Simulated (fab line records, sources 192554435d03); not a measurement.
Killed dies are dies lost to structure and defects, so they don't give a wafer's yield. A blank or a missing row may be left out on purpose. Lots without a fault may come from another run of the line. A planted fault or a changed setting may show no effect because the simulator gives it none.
Chamber matching | flow n5_finfet | N5_SD_EPI_P_SD_RECESS_17 on rie_si-01: 4 sister chambers
The step chemistry HBr/Cl2/O2, target depth 39.1 nm, bt time 3 s. 4 wafers are shown with their chamber, then 7 later ones without.

WAFERS WITH THEIR CHAMBER
wafer  | chamber | throttle_valve_pct (%)
L083.3 | 2       | 36.87
L085.4 | 3       | 36.55
L088.3 | 0       | 37.37
L088.4 | 1       | 36.97

WAFERS WITHOUT THEIR CHAMBER
wafer  | throttle_valve_pct (%)
L088.6 | 36.88
L093.1 | 37.40
L093.2 | 36.87
L093.5 | 36.55
L094.1 | 37.38
L094.2 | 36.98
L094.6 | 36.95

WHICH CHAMBER EACH WENT THROUGH
wafer  | from the rows above | in truth
L088.6 | 2                   | 2
L093.1 | 0                   | 0
L093.2 | 2                   | 2
L093.5 | 3                   | 3
L094.1 | 0                   | 0
L094.2 | 1                   | 1
L094.6 | 1                   | 1
Placed correctly: 7 of 7. Can't be placed from these rows: 0. Placed wrongly: 0.
How it was worked out, from the rows above alone: a wafer's distance from a chamber is the root of the sum, over the readings, of the square of ((its reading less the chamber's mean) divided by the reading's scatter). The wafer belongs to the nearest chamber; if the next one is less than 2 further off, it can't be placed. A chamber's mean is the mean of its shown wafers. The scatter: with one shown wafer a chamber, the root of the mean of the squares of how far each hidden wafer lies from its nearest shown one.
